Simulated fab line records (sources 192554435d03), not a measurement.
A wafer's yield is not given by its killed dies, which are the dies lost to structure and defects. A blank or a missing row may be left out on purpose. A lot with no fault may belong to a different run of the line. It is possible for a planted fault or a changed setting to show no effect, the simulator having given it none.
Chamber matching :: flow n5-finfet :: rie-si-02 running N5_DUMMY_GATE_ETCH_32: 4 sister chambers
The step etches SiO2 in CF4, target depth 3.5 nm, time 3.9 s. 8 wafers are shown with their chamber, then 8 later ones without.

== WAFERS PAIRED WITH THEIR CHAMBERS ==
wafer: L076.3
chamber: 1
throttle-valve-pct (%): 21.63
drypump-motor-current-A (A): 6.1

wafer: L080.2
chamber: 2
throttle-valve-pct (%): 21.45
drypump-motor-current-A (A): 5.9

wafer: L080.3
chamber: 0
throttle-valve-pct (%): 21.93
drypump-motor-current-A (A): 6.4

wafer: L080.4
chamber: 3
throttle-valve-pct (%): 21.89
drypump-motor-current-A (A): 6.5

wafer: L083.3
chamber: 3
throttle-valve-pct (%): 21.88
drypump-motor-current-A (A): 6.5

wafer: L083.4
chamber: 1
throttle-valve-pct (%): 21.63
drypump-motor-current-A (A): 6.2

wafer: L083.5
chamber: 2
throttle-valve-pct (%): 21.46
drypump-motor-current-A (A): 5.9

wafer: L087.2
chamber: 0
throttle-valve-pct (%): 21.94
drypump-motor-current-A (A): 6.4

== WAFERS WHOSE CHAMBER IS MISSING ==
wafer: L087.4
throttle-valve-pct (%): 21.88
drypump-motor-current-A (A): 6.4

wafer: L087.6
throttle-valve-pct (%): 21.87
drypump-motor-current-A (A): 6.5

wafer: L089.2
throttle-valve-pct (%): 21.94
drypump-motor-current-A (A): 6.4

wafer: L089.4
throttle-valve-pct (%): 21.89
drypump-motor-current-A (A): 6.5

wafer: L089.6
throttle-valve-pct (%): 21.88
drypump-motor-current-A (A): 6.5

wafer: L094.1
throttle-valve-pct (%): 21.88
drypump-motor-current-A (A): 6.5

wafer: L094.3
throttle-valve-pct (%): 21.62
drypump-motor-current-A (A): 6.2

wafer: L094.6
throttle-valve-pct (%): 21.88
drypump-motor-current-A (A): 6.5

== THE CHAMBER EACH PASSED THROUGH ==
wafer: L087.4
from the rows above: 3
in truth: 3

wafer: L087.6
from the rows above: 3
in truth: 3

wafer: L089.2
from the rows above: 0
in truth: 0

wafer: L089.4
from the rows above: 3
in truth: 3

wafer: L089.6
from the rows above: 3
in truth: 3

wafer: L094.1
from the rows above: 3
in truth: 3

wafer: L094.3
from the rows above: 1
in truth: 1

wafer: L094.6
from the rows above: 3
in truth: 3
Correct placement for 8 of the 8. From these rows, 0 cannot be placed. Wrongly placed: 0.
How it was worked out, from the rows above alone: a wafer's distance from a chamber is the root of the sum, over the readings, of the square of ((its reading less the chamber's mean) divided by the reading's scatter). The wafer belongs to the nearest chamber; if the next one is less than 2 further off, it can't be placed. Each chamber's mean is taken over the wafers shown for it. The scatter: take each reading less its chamber's mean, square it, sum over the shown wafers, divide by the number of wafers less the number of chambers, and take the root.
